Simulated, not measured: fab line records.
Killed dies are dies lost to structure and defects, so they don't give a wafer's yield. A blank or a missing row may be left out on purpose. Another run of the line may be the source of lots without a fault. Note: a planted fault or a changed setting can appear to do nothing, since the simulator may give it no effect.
fab line records    flow nand_harc
[record] lots = 5  wafers = 15  last_day = 32
route steps=1302 shown P_ZERO_WELL@68 P_STI@69 END@1302
lots that met no fault: from a run of the same line without faults
start_h: hours from the record's first day to the start of the lot's first wafer shown    wait_h: time in hours since the lot's previous step    " identical to the entry in the row above    L1.1+2: one row covering several wafers at once    - no value, or no start was given    * or withheld: withheld    < > ~ a bound
route shown NAME@n: a module of which the file shows steps, and the number in the route of the first    usual: average and standard deviation across the fault-free wafers    same: alike in all rows    chamber/n: place in a boat    sites: the reading at each site    _std_site: the standard deviation of these    _edge_site: outer sites' mean less inner sites'    radius_mm: how far each site lies from the wafer's centre    mask NAME#n: copy n    behind: the tool/chamber that last shaped the wafer    hold: cause of the lot's hold/its duration in hours/its outcome    device: the transistor (n, p or np) that didn't switch    end of line: the route-end tests of the same wafers    a step given without rows: its recipe and nothing more    killed: at the first sort, the dies lost to defects and structure; wafer yield is something else    map: the dies of a wafer, with x for killed, . for not killed, _ for no die there
set.NAME: setting as actually run; set.NAME@STEP: the setting as run at that earlier step    model.NAME: the simulator's own value behind a step, which no gauge read
a table for each step, a row for each wafer; lots at some steps of the route
services: from which hour (start_h, from the record's first day; less than 0 if before it) a tool's chamber was out of use, for how many hours, and why
[[steps]]
[step NHARC_P_ZERO_WELL_INSPECT_43]
[usual] raw_defect_count = 14/6
lot.wafer  tool               chamber  start_h  wait_h  raw_defect_count
L113.1     defect_inspect-01  -        37.85    0.6     8
L113.2     "                  -        "        "       10
L113.5     "                  -        "        "       14
L118.3     defect_inspect-01  -        90.64    0.4     8
L118.4     "                  -        "        "       10
L118.6     "                  -        "        "       8
L130.2     defect_inspect-01  -        207.83   0.5     13
L130.5     "                  -        "        "       5
L130.6     "                  -        "        "       4
L131.2     defect_inspect-02  -        217.68   0.5     17
L131.5     "                  -        "        "       16
L131.6     "                  -        "        "       18
L134.1     defect_inspect-02  -        247.51   0.6     9
L134.2     "                  -        "        "       13
L134.5     "                  -        "        "       4
[step NHARC_P_STI_ETCH_26]
[recipe] target_depth_a = 110  chemistry = dHF  material = SiO2
[step NHARC_P_STI_PRECLEAN_27]
[recipe] time_s = *  temp_c = 50  bath_age_min = 0  chemistry = SC1
[step NHARC_P_STI_SRD_28]
[step NHARC_P_STI_OXIDE_29]
[recipe] target_thk_a = 100  temp_c = 900  ox_time_s = 1362  material = SiO2
[step NHARC_P_STI_HM_DEP_30]
[recipe] target_thk_a = 800  temp_c = 790  pressure_mtorr = 300  time_s = 873  material = Si3N4
[step NHARC_P_STI_DEHYDRATE_01]
[recipe] temp_c = 150  time_s = 120
[step NHARC_P_STI_HMDS_02]
[recipe] time_s = 30
[step NHARC_P_STI_COAT_41]
[recipe] temp_c = 200  time_s = 65
[step NHARC_P_STI_COAT_03]
[recipe] spin_rpm = 2000  resist_thk_nm = 600
[step NHARC_P_STI_SOFTBAKE_04]
[recipe] temp_c = 125  time_s = 70
[step NHARC_P_STI_EBR_05]
[step NHARC_P_STI_EXPOSE_06]
[recipe] na = 0.55  target_cd_nm = 200  dose_mj = 37.69  mask_id = P_STI
lot.wafer   tool            chamber  start_h  wait_h  mask
L113.1+2+5  krf_scanner-02  0        54.17    -       P_STI#0
L118.3+4+6  krf_scanner-03  0        105.18   -       P_STI_R1#0
L130.2+5+6  krf_scanner-01  0        224.42   -       P_STI#0
L131.2+5+6  krf_scanner-02  0        234.36   -       P_STI#0
L134.1+2+5  krf_scanner-03  0        263.43   -       P_STI#0
[step NHARC_P_STI_PEB_07]
[recipe] peb_temp_c = 128  peb_time_s = 80
[step NHARC_P_STI_DEVELOP_08]
[recipe] time_s = 50  dev_temp_c = 22
[step NHARC_P_STI_CD_MEAS_09]
[recipe] target_cd_nm = 200  landing_energy_ev = 500
[usual] cd_nm = 199.8/1.9
lot.wafer  tool       chamber  start_h  wait_h  hold                      cd_nm
L113.1     cd_sem-01  0        54.32    -       -                         202.5
L113.2     "          0        "        "       -                         203.9
L113.5     "          0        "        "       -                         203.7
L118.3     cd_sem-02  0        105.33   -       await_dispo/0.2h/release  208.7
L118.4     "          0        "        "       await_dispo/0.2h/release  207.4
L118.6     "          0        "        "       await_dispo/0.2h/release  208.1
L118.3     cd_sem-02  0        -        -       -                         208.6
L118.4     "          0        "        "       -                         207.8
L118.6     "          0        "        "       -                         208.1
L130.2     cd_sem-01  0        224.57   -       -                         201.0
L130.5     "          0        "        "       -                         199.2
L130.6     "          0        "        "       -                         201.5
L131.2     cd_sem-02  0        234.51   -       -                         199.1
L131.5     "          0        "        "       -                         197.4
L131.6     "          0        "        "       -                         197.9
L134.1     cd_sem-03  0        263.59   -       -                         198.7
L134.2     "          0        "        "       -                         200.3
L134.5     "          0        "        "       -                         201.1
[step NHARC_P_STI_OVL_MEAS_10]
[usual] overlay_x_nm = -2/6.5  overlay_y_nm = 1/5.8
lot.wafer  tool        chamber  start_h  wait_h  hold                       overlay_x_nm  overlay_y_nm
L113.1     overlay-02  -        54.41    -       -                          4             0
L113.2     "           -        "        "       -                          4             0
L113.5     "           -        "        "       -                          4             0
L118.3     overlay-01  -        116.40   -       await_dispo/10.8h/release  -3            -3
L118.4     "           -        "        "       await_dispo/10.8h/release  -3            -3
L118.6     "           -        "        "       await_dispo/10.8h/release  -3            -2
L130.2     overlay-02  -        224.66   -       -                          -1            2
L130.5     "           -        "        "       -                          0             2
L130.6     "           -        "        "       -                          0             2
L131.2     overlay-01  -        234.60   -       -                          2             2
L131.5     "           -        "        "       -                          3             2
L131.6     "           -        "        "       -                          3             2
L134.1     overlay-01  -        263.67   -       -                          -18           -11
L134.2     "           -        "        "       -                          -17           -10
L134.5     "           -        "        "       -                          -18           -10
[step NHARC_P_STI_INSPECT_11]
[usual] raw_defect_count = 6/3.4
lot.wafer  tool               chamber  start_h  wait_h  raw_defect_count
L113.1     defect_inspect-01  -        54.44    0.0     5
L113.2     "                  -        "        "       5
L113.5     "                  -        "        "       4
L118.3     defect_inspect-01  -        116.43   0.0     8
L118.4     "                  -        "        "       2
L118.6     "                  -        "        "       14
L130.2     defect_inspect-02  -        224.70   0.0     6
L130.5     "                  -        "        "       6
L130.6     "                  -        "        "       9
L131.2     defect_inspect-02  -        234.63   0.0     3
L131.5     "                  -        "        "       3
L131.6     "                  -        "        "       7
L134.1     defect_inspect-01  -        263.71   0.0     3
L134.2     "                  -        "        "       4
L134.5     "                  -        "        "       8
[step NHARC_P_STI_HARDBAKE_13]
[recipe] temp_c = 118  time_s = 65
[step NHARC_P_STI_DESCUM_14]
[recipe] time_s = 3  o2_flow_sccm = 200  ar_flow_sccm = 0  bias_power_w = 0  chemistry = O2
[usual] drypump_motor_current_A = 5.6/0.5  oes_product_au = 1.001/0.011  rf_vpp_V = 57.8/0.88  showerhead_plenum_p_Torr = 1.91/0.08  throttle_valve_pct = 11.312/0.0087
[same] bias_power_w = 0
lot.wafer  tool         chamber  start_h  wait_h  drypump_motor_current_A  oes_product_au  rf_hours_counter_h  rf_vpp_V  showerhead_plenum_p_Torr  throttle_valve_pct  model.P_STI.cd_nm
L113.2     rie_diel-08  3        54.58    -       6.0                      0.995           2                   57.4      1.98                      11.290              203.6
L113.1     "            1        "        "       4.9                      0.997           2                   57.7      1.82                      11.315              202.7
L113.5     "            3        "        "       6.0                      0.990           -                   59.0      1.98                      11.327              203.4
L118.3     rie_diel-01  3        116.57   -       5.5                      0.986           3                   58.5      2.06                      11.302              209.1
L118.4     "            0        "        "       4.9                      1.007           3                   58.1      1.95                      11.295              207.1
L118.6     "            0        "        "       4.9                      1.007           -                   56.6      1.95                      11.308              207.6
L130.2     rie_diel-12  0        224.84   -       6.6                      1.019           8                   57.4      1.95                      11.320              200.8
L130.5     "            3        "        "       5.5                      0.981           -                   58.4      1.86                      11.304              199.5
L130.6     "            0        "        "       6.6                      1.005           -                   59.8      1.95                      11.319              201.2
L131.2     rie_diel-01  2        234.77   -       6.2                      0.990           1                   57.5      1.88                      11.304              199.6
L131.6     "            2        "        "       6.2                      0.996           -                   57.7      1.88                      11.310              198.4
L131.5     "            3        "        "       5.5                      0.985           -                   59.2      2.06                      11.309              197.5
L134.1     rie_diel-12  1        263.86   -       5.8                      1.003           10                  56.9      1.86                      11.310              198.5
L134.2     "            2        "        "       5.3                      0.997           10                  58.7      1.90                      11.313              200.7
L134.5     "            3        "        "       5.5                      0.983           -                   59.0      1.86                      11.325              201.5
[step NHARC_P_STI_ETCH_42]
[recipe] target_depth_a = 800  overetch_a = 240  time_s = 61  ion_energy_ev = 200  n2_flow_sccm = 150  h2_flow_sccm = 150  ar_flow_sccm = 0  rf_w = 400  bias_w = 150  chemistry = N2/H2
[usual] drypump_motor_current_A = 5.5/0.49  oes_product_au = 1.001/0.01  rf_vpp_V = 430.4/2.5  showerhead_plenum_p_Torr = 2.04/0.091  throttle_valve_pct = 14.171/0.0087
lot.wafer  tool         chamber  start_h  wait_h  drypump_motor_current_A  oes_product_au  rf_hours_counter_h  rf_vpp_V  showerhead_plenum_p_Torr  throttle_valve_pct
L113.2     rie_diel-08  3        54.67    0.1     6.0                      0.996           2                   432.8     2.11                      14.165
L113.1     "            0        "        "       5.1                      1.011           3                   431.3     2.12                      14.158
L113.5     "            2        "        "       5.5                      1.008           -                   427.7     1.90                      14.173
L118.4     rie_diel-01  1        116.66   0.1     5.6                      1.009           2                   426.7     1.95                      14.167
L118.3     "            2        "        "       6.2                      0.999           2                   430.1     2.00                      14.168
L118.6     "            3        "        "       5.5                      1.006           -                   434.6     2.21                      14.172
L130.2     rie_diel-12  0        224.93   0.1     6.6                      1.000           8                   432.0     2.08                      14.181
L130.6     "            2        "        "       5.3                      1.009           -                   431.6     2.02                      14.169
L130.5     "            3        "        "       5.6                      0.992           -                   428.2     1.98                      14.179
L131.2     rie_diel-01  0        234.86   0.1     4.8                      0.987           1                   430.6     2.08                      14.173
L131.6     "            2        "        "       6.2                      1.002           -                   429.5     2.00                      14.175
L131.5     "            3        "        "       5.5                      0.990           -                   434.8     2.20                      14.183
L134.2     rie_diel-12  3        263.93   0.1     5.5                      0.991           10                  429.9     1.98                      14.165
L134.1     "            2        "        "       5.3                      0.989           10                  427.6     2.02                      14.168
L134.5     "            3        "        "       5.5                      0.988           -                   428.3     1.98                      14.168
[step NHARC_P_STI_ETCH_31]
[recipe] target_depth_a = 1089  time_s = 54.5  cf4_flow_sccm = 100  chf3_flow_sccm = 30  ar_flow_sccm = 0  rf_w = 500  bias_w = 200  chemistry = CF4/CHF3
[usual] drypump_motor_current_A = 5.6/0.5  oes_product_au = 0.961/0.02  rf_vpp_V = 370.4/2.3  showerhead_plenum_p_Torr = 1.57/0.062  throttle_valve_pct = 16.801/0.0094
lot.wafer  tool         chamber  start_h  wait_h  drypump_motor_current_A  oes_product_au  rf_hours_counter_h  rf_vpp_V  showerhead_plenum_p_Torr  throttle_valve_pct
L113.2     rie_diel-08  1        -        -       4.9                      0.965           2                   367.8     1.50                      16.801
L113.1     "            2        "        "       5.5                      0.974           2                   367.1     1.47                      16.773
L113.5     "            2        "        "       5.6                      0.984           -                   366.8     1.47                      16.795
L118.4     rie_diel-01  2        -        -       6.2                      0.975           2                   370.3     1.55                      16.784
L118.3     "            3        "        "       5.5                      0.970           3                   375.5     1.69                      16.807
L118.6     "            1        "        "       5.6                      0.980           -                   367.7     1.51                      16.803
L130.2     rie_diel-12  3        -        -       5.6                      0.902           8                   369.8     1.53                      16.805
L130.5     "            0        "        "       6.6                      0.924           -                   372.2     1.60                      16.799
L130.6     "            1        "        "       5.8                      0.915           -                   369.5     1.53                      16.794
L131.2     rie_diel-01  3        -        -       5.5                      0.954           1                   373.6     1.69                      16.807
L131.6     "            1        "        "       5.6                      0.964           -                   367.1     1.51                      16.814
L131.5     "            2        "        "       6.2                      0.962           -                   370.6     1.55                      16.783
L134.1     rie_diel-12  0        -        -       6.7                      0.964           10                  371.0     1.60                      16.803
L134.2     "            1        "        "       5.8                      0.966           10                  369.5     1.53                      16.792
L134.5     "            2        "        "       5.3                      0.981           -                   370.4     1.56                      16.790
[step NHARC_P_STI_ETCH_15]
[recipe] target_depth_a = 3000  taper_deg = 4  time_s = 100.1  hbr_flow_sccm = 150  cl2_flow_sccm = 50  rf_w = 400  icp_w = 400  bias_w = 100  chemistry = HBr/Cl2
[usual] drypump_motor_current_A = 5.9/0.32  oes_product_au = 0.999/0.0094  throttle_valve_pct = 26.405/0.01
lot.wafer  tool       chamber  start_h  wait_h  drypump_motor_current_A  oes_product_au  rf_hours_counter_h  throttle_valve_pct  model.P_STI.cd_nm
L113.1     rie_si-05  2        54.87    -       5.5                      0.996           0.5                 26.410              201.7
L113.2     "          3        "        "       6.2                      1.008           0.6                 26.402              204
L113.5     "          1        "        "       6.0                      0.995           -                   26.397              203.5
L118.4     rie_si-05  0        116.86   -       5.9                      0.988           0.9                 26.390              207.1
L118.3     "          1        "        "       6.0                      1.003           0.8                 26.413              208.3
L118.6     "          3        "        "       6.2                      0.995           -                   26.401              207.3
L130.2     rie_si-02  2        225.12   -       6.0                      0.995           0.9                 26.400              200.4
L130.6     "          2        "        "       6.0                      0.992           -                   26.384              201.4
L130.5     "          3        "        "       5.6                      1.006           -                   26.404              198.8
L131.2     rie_si-03  0        235.08   -       6.0                      1.007           0.1                 26.400              200
L131.5     "          3        "        "       6.1                      1.002           -                   26.394              197.2
L131.6     "          0        "        "       5.9                      0.990           -                   26.408              198.4
L134.2     rie_si-05  2        264.12   -       5.4                      0.990           0.8                 26.405              199.7
L134.1     "          3        "        "       6.2                      1.018           0.8                 26.410              198.6
L134.5     "          2        "        "       5.4                      0.988           -                   26.414              200.3
[step NHARC_P_STI_CD_MEAS_16]
[usual] cd_nm = 199.5/2.1
lot.wafer  tool       chamber  start_h  wait_h  hold                      cd_nm
L113.1     cd_sem-03  -        55.01    -       -                         201.9
L113.2     "          -        "        "       -                         203.8
L113.5     "          -        "        "       -                         203.7
L118.3     cd_sem-01  -        117.01   -       await_dispo/0.2h/release  208.4
L118.4     "          -        "        "       await_dispo/0.2h/release  207.4
L118.6     "          -        "        "       await_dispo/0.2h/release  207.4
L118.3     cd_sem-01  -        117.19   0.2     -                         208.0
L118.4     "          -        "        "       -                         207.2
L118.6     "          -        "        "       -                         207.3
L130.2     cd_sem-01  -        225.30   -       -                         200.1
L130.5     "          -        "        "       -                         198.7
L130.6     "          -        "        "       -                         201.2
L131.2     cd_sem-01  -        235.24   -       -                         200.4
L131.5     "          -        "        "       -                         197.4
L131.6     "          -        "        "       -                         198.3
L134.1     cd_sem-02  -        264.28   -       -                         198.3
L134.2     "          -        "        "       -                         199.8
L134.5     "          -        "        "       -                         200.1
[step NHARC_P_STI_OCD_MEAS_17]
[usual] trench_depth_nm = 300/4.2  trench_foot_cd_nm = 157.8/2
lot.wafer  tool    chamber  start_h  wait_h  hold                      trench_depth_nm  trench_foot_cd_nm
L113.1     ocd-02  -        55.10    0.1     -                         296              161.7
L113.2     "       -        "        "       -                         304              160.7
L113.5     "       -        "        "       -                         301              161.1
L118.3     ocd-02  -        119.13   1.9     await_dispo/0.2h/release  303              166.5
L118.4     "       -        "        "       await_dispo/0.2h/release  293              165.6
L118.6     "       -        "        "       await_dispo/0.2h/release  299              165.8
L118.3     ocd-02  -        119.31   0.2     -                         303              166.3
L118.4     "       -        "        "       -                         293              166.2
L118.6     "       -        "        "       -                         299              166.0
L130.2     ocd-02  -        225.39   0.1     -                         300              159.4
L130.5     "       -        "        "       -                         302              157.7
L130.6     "       -        "        "       -                         300              159.7
L131.2     ocd-02  -        235.32   0.1     -                         301              156.4
L131.5     "       -        "        "       -                         299              156.0
L131.6     "       -        "        "       -                         299              156.3
L134.1     ocd-02  -        264.37   0.1     -                         306              155.5
L134.2     "       -        "        "       -                         294              159.0
L134.5     "       -        "        "       -                         295              159.9
[step NHARC_END_SORT_01]
[recipe] temp_c = 25
[usual] killed_at_array = 53/21  killed_at_other = 1.1/1.5  killed_at_periphery = 3.9/2.7  killed_dies = 58/21  killed_open = 3.4/1.9  killed_short = 2.3/1.5
[same] gross_dies = 677
lot.wafer  tool       chamber  start_h  wait_h  killed_at_array  killed_at_other  killed_at_periphery  killed_dies  killed_open  killed_short
L113.1     prober-01  0        580.93   2.5     67               1                1                    69           1            0
L113.2     prober-01  0        581.73   2.8     80               2                4                    86           3            1
L113.5     prober-01  0        584.16   3.7     84               1                4                    89           4            3
L118.3     prober-01  0        635.57   3.1     40               0                2                    42           1            0
L118.4     prober-01  0        636.37   3.4     51               1                2                    54           2            4
L118.6     prober-01  0        637.95   4.0     47               1                1                    49           4            3
L130.2     prober-01  0        744.95   2.8     43               0                3                    46           5            4
L130.5     prober-01  0        747.37   3.7     28               0                5                    33           6            0
L130.6     prober-01  0        748.17   4.0     47               1                3                    51           5            4
L134.1     prober-01  0        772.67   2.5     70               1                6                    77           5            5
L134.2     prober-01  0        773.47   2.8     61               4                3                    68           2            0
L134.5     prober-01  0        775.88   3.7     61               5                6                    72           3            1
// killed by level:class
L113.1 A_CHANNEL_HOLE_D1:chamber_film_flake=29 A_SLIT:chamber_film_flake=24 A_CHANNEL_HOLE_D2:chamber_film_flake=5 A_CONTACT:chamber_film_flake=4 A_CHANNEL_FILL_D1:chamber_film_flake=2 A_M0:geometric_particle:open=1 P_GATE:chamber_film_flake=1 A_DECK1_JOINT:chamber_film_flake=1
L113.2 A_CHANNEL_HOLE_D1:chamber_film_flake=44 A_SLIT:chamber_film_flake=19 A_CONTACT:chamber_film_flake=8 A_CHANNEL_FILL_D2:geometric_particle:open=2 P_GATE:chamber_film_flake=2 A_ZERO_WELL:chamber_film_flake=2 A_CHANNEL_HOLE_D2:chamber_film_flake=2 A_CHANNEL_FILL_D1:geometric_particle:short=1
L113.5 A_CHANNEL_HOLE_D1:chamber_film_flake=37 A_SLIT:chamber_film_flake=33 A_CHANNEL_HOLE_D2:chamber_film_flake=4 A_CONTACT:chamber_film_flake=4 P_M0:geometric_particle:short=2 P_BONDPAD:geometric_particle:open=1 A_DECK1_JOINT:geometric_particle:open=1 A_CHANNEL_FILL_D2:geometric_particle:open=1
L118.3 A_CHANNEL_HOLE_D2:chamber_film_flake=21 A_CHANNEL_HOLE_D1:chamber_film_flake=7 A_STAIRCASE:chamber_film_flake=6 A_CONTACT:chamber_film_flake=3 A_CHANNEL_FILL_D1:chamber_film_flake=2 P_M0:geometric_particle:open=1 P_BONDPAD:chamber_film_flake=1 A_SLIT:chamber_film_flake=1
L118.4 A_CHANNEL_HOLE_D2:chamber_film_flake=28 A_CONTACT:chamber_film_flake=6 A_CHANNEL_HOLE_D1:chamber_film_flake=3 A_CHANNEL_FILL_D1:chamber_film_flake=3 A_STAIRCASE:chamber_film_flake=3 A_SGD_CUT:geometric_particle:open=2 A_M1:chamber_film_flake=2 P_M0:geometric_particle:short=1
L118.6 A_CHANNEL_HOLE_D2:chamber_film_flake=28 A_CHANNEL_HOLE_D1:chamber_film_flake=3 A_STAIRCASE:chamber_film_flake=3 A_ONON_D1:geometric_particle:short=2 A_CHANNEL_FILL_D1:chamber_film_flake=2 A_CONTACT:chamber_film_flake=2 P_CONTACT:geometric_particle:short=1 A_CHANNEL_HOLE_D1:geometric_particle:open=1
L130.2 A_CHANNEL_HOLE_D1:chamber_film_flake=15 A_CONTACT:chamber_film_flake=7 A_SLIT:chamber_film_flake=5 A_CHANNEL_FILL_D1:geometric_particle:open=2 A_DECK1_JOINT:chamber_film_flake=2 A_WL_FILL:chamber_film_flake=2 A_M1:chamber_film_flake=2 P_CONTACT:geometric_particle:short=1
L130.5 A_CHANNEL_HOLE_D1:chamber_film_flake=8 A_ZERO_WELL:chamber_film_flake=6 A_M1:chamber_film_flake=4 P_M0:geometric_particle:open=2 P_GATE:chamber_film_flake=2 A_CHANNEL_FILL_D2:chamber_film_flake=2 A_SLIT:chamber_film_flake=2 A_CONTACT:chamber_film_flake=2
L130.6 A_CHANNEL_HOLE_D1:chamber_film_flake=14 A_M1:chamber_film_flake=5 A_SLIT:chamber_film_flake=4 A_WL_FILL:chamber_film_flake=4 A_CONTACT:chamber_film_flake=4 A_ZERO_WELL:chamber_film_flake=3 A_M0:geometric_particle:open=2 P_GATE:chamber_film_flake=2
L134.1 A_SLIT:chamber_film_flake=22 A_CHANNEL_HOLE_D2:chamber_film_flake=22 A_CHANNEL_HOLE_D1:chamber_film_flake=7 P_BONDPAD:chamber_film_flake=4 A_CONTACT:chamber_film_flake=4 A_STAIRCASE:chamber_film_flake=3 A_M0:geometric_particle:open=2 A_CHANNEL_FILL_D1:chamber_film_flake=2
L134.2 A_SLIT:chamber_film_flake=22 A_CHANNEL_HOLE_D2:chamber_film_flake=20 A_CHANNEL_HOLE_D1:chamber_film_flake=10 A_CONTACT:chamber_film_flake=4 THIN_TSV:chamber_film_flake=4 A_STAIRCASE:chamber_film_flake=3 P_M1:geometric_particle:open=1 A_ONON_D1:geometric_particle:open=1
L134.5 A_SLIT:chamber_film_flake=18 A_CHANNEL_HOLE_D2:chamber_film_flake=16 A_CHANNEL_HOLE_D1:chamber_film_flake=11 A_CONTACT:chamber_film_flake=10 THIN_TSV:chamber_film_flake=5 P_BONDPAD:chamber_film_flake=3 A_STAIRCASE:chamber_film_flake=2 P_CONTACT:geometric_particle:open=1
[[services]]
tool            chamber  start_h  hours  kind
rie_diel-12     0        37.80    8.2    repair
rie_si-03       -        44.00    9.0    pm
krf_scanner-03  -        52.00    4.0    pm
rie_si-05       1        61.71    4.2    repair
rie_diel-12     -        91.40    9.0    pm
krf_scanner-01  -        96.61    0.8    repair
rie_si-02       -        100.00   9.0    pm
rie_diel-12     1        106.15   2.4    repair
rie_diel-01     1        119.68   7.7    repair
krf_scanner-01  -        122.42   0.1    repair
krf_scanner-03  -        124.00   4.1    repair
krf_scanner-02  -        124.34   4.0    pm
rie_si-05       -        128.00   9.0    pm
rie_diel-12     -        139.41   0.7    repair
krf_scanner-03  -        154.91   5.8    repair
rie_diel-08     2        170.87   9.6    repair
rie_diel-12     -        173.48   1.7    repair
rie_diel-08     -        190.86   9.0    pm
krf_scanner-03  -        201.66   0.5    repair
rie_diel-01     -        203.80   9.0    pm
krf_scanner-03  -        224.00   4.0    pm
rie_si-05       1        244.04   2.1    repair
krf_scanner-03  -        248.58   0.9    repair
rie_diel-12     2        254.31   8.6    repair
[[key]]
[first_sign] step = NHARC_P_STI_EXPOSE_06  reading = mask  direction = changed
[effect] step = NHARC_P_STI_CD_MEAS_09  reading = visit  direction = added
[effect] step = NHARC_P_STI_CD_MEAS_16  reading = visit  direction = added
[effect] step = NHARC_P_STI_OCD_MEAS_17  reading = visit  direction = added
[model_effect] step = NHARC_P_STI_DESCUM_14  value = P_STI.cd_nm  without = 199.1  struck = 207.9
[model_effect] step = NHARC_P_STI_ETCH_15  value = P_STI.cd_nm  without = 198.7  struck = 207.6
met_at NHARC_P_STI_EXPOSE_06
struck_wafers L118.3,L118.4,L118.6
tester_left_out L118
[fault] kind = wrong_mask  tool = any  chamber = -  onset_h = 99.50  steps = NHARC_P_STI_EXPOSE_06  aux_copy = P_STI_R1#0  cd_offset_nm = 8.8322  scope = struck_lots_only
// tester_left_out: of these lots the tester's yield and bins aren't shown, on N5 and GAA mostly nor the transistor test; their killed dies are dies lost to structure and defects alone, not to doping, threshold or leakage, so they don't give the yield
